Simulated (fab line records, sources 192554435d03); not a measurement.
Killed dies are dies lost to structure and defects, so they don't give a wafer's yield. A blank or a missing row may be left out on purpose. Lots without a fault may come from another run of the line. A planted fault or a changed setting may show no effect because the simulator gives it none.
Split-lot experiment | flow n5_finfet | 7 lots, 21 wafers read, on a route of 1938 steps

THE SPLIT
At N5_BEOL_M5_COAT_71 (time 60 s, resist thk 5 nm), the setting spin_rpm was moved away from the recipe's 1500 rpm on 4 of the 21 wafers read, by -8.8% to +8.9%. The other wafers ran this setting at the recipe's value.

FROM THE SPLIT TO THE READING: what the file shows between them, 3 steps
- N5_BEOL_M5_COAT_05: resist thk 30 nm
- N5_BEOL_M5_EBR_07
- N5_BEOL_M5_DESCUM_16: chemistry O2, time 7 s

THE READING
etch.depth_nm (the simulator's own value, which no gauge read), in nm, at N5_BEOL_M5_ETCH_72 (etches underlayer in N2/H2, target depth 6.5 nm, time 5.2 s). The file gives no usual value for it. The 17 wafers here that ran the recipe average 5.008 nm, standard deviation 0.022 nm.

wafer  | tool, chamber at the split | spin_rpm as run, rpm | against the recipe | etch.depth_nm, nm | against lot-mates on the recipe
L078.1 | litho_track-01, 0          | 1500                 | recipe             | 5.01              | -
L078.2 | litho_track-01, 0          | 1614                 | +7.6%              | 4.826             | -0.186
L078.6 | litho_track-01, 0          | 1500                 | recipe             | 5.013             | -
L077.3 | litho_track-04, 0          | 1633                 | +8.9%              | 4.792             | -0.212
L077.5 | litho_track-04, 0          | 1500                 | recipe             | 4.999             | -
L077.6 | litho_track-04, 0          | 1500                 | recipe             | 5.009             | -
L082.3 | litho_track-01, 0          | 1500                 | recipe             | 4.998             | -
L082.4 | litho_track-01, 0          | 1368                 | -8.8%              | 5.219             | +0.221
L082.5 | litho_track-01, 0          | 1368                 | -8.8%              | 5.226             | +0.228
L090.1 | litho_track-01, 0          | 1500                 | recipe             | 4.969             | -
L090.3 | litho_track-01, 0          | 1500                 | recipe             | 4.977             | -
L090.6 | litho_track-01, 0          | 1500                 | recipe             | 4.961             | -
L092.1 | litho_track-04, 0          | 1500                 | recipe             | 5.039             | -
L092.2 | litho_track-04, 0          | 1500                 | recipe             | 5.014             | -
L092.6 | litho_track-04, 0          | 1500                 | recipe             | 5.035             | -
L095.3 | litho_track-04, 0          | 1500                 | recipe             | 5.016             | -
L095.5 | litho_track-04, 0          | 1500                 | recipe             | 5.013             | -
L095.6 | litho_track-04, 0          | 1500                 | recipe             | 4.996             | -
L094.3 | litho_track-04, 0          | 1500                 | recipe             | 5.034             | -
L094.4 | litho_track-04, 0          | 1500                 | recipe             | 5.029             | -
L094.6 | litho_track-04, 0          | 1500                 | recipe             | 5.03              | -

THE FIT
A straight line over all 21 wafers: etch.depth_nm changes by -0.0243 nm for each +1% of spin_rpm; r = -0.98; the points scatter about the line by 0.021 nm.
The same after taking each lot's own level away (the mean of its wafers on the recipe; 21 wafers): -0.0249 nm for each +1%; r = -1.00; scatter 0.007 nm.
On that fit, the largest move of spin_rpm shifts the reading by 0.22 nm.
The lots' own levels span 4.9690 to 5.0310 nm, that is 2.8 times the standard deviation above.
So the lot-to-lot level changes the slope little: the two slopes agree.
Check: with one of the wafers moved furthest among these (+8.9%) left out of the fit, the line predicts -0.223 nm for it against its lot-mates. It came out at -0.212 nm against them.

OTHER SPLITS ON THESE WAFERS
These wafers also went through other splits before the reading. Each is held against what the fit with the lots' levels taken away leaves over:
other split on the same wafers | wafers away from the commonest value | r with etch.depth_nm (lot level and that fit taken away)
N5_BEOL_M2_COAT_67 spin_rpm    | 8                                    | +0.23
N5_BEOL_M3_PECVD_72 time_s     | 6                                    | -0.25
N5_BEOL_M4_ETCH_70 source_w    | 7                                    | -0.02
N5_BEOL_M5_ILD_DEP_00 time_s   | 3                                    | -0.07

THE WHOLE CHAIN: every reading that the file lists as answering this split, in the file's order
step               | what it does                                                | reading                                                        | change (the file's fit)                | r (the file's)
N5_BEOL_M5_ETCH_72 | etches underlayer in N2/H2, target depth 6.5 nm, time 5.2 s | etch_rf_on_time_s                                              | withheld for each +1% of the setting   | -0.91
N5_BEOL_M5_ETCH_72 | etches underlayer in N2/H2, target depth 6.5 nm, time 5.2 s | etch.depth_nm (the simulator's own value, which no gauge read) | -0.0246 nm for each +1% of the setting | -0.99

THE FILE'S OWN FIT
etch.depth_nm changes by -0.0246 nm for each +1% of spin_rpm, r = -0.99.
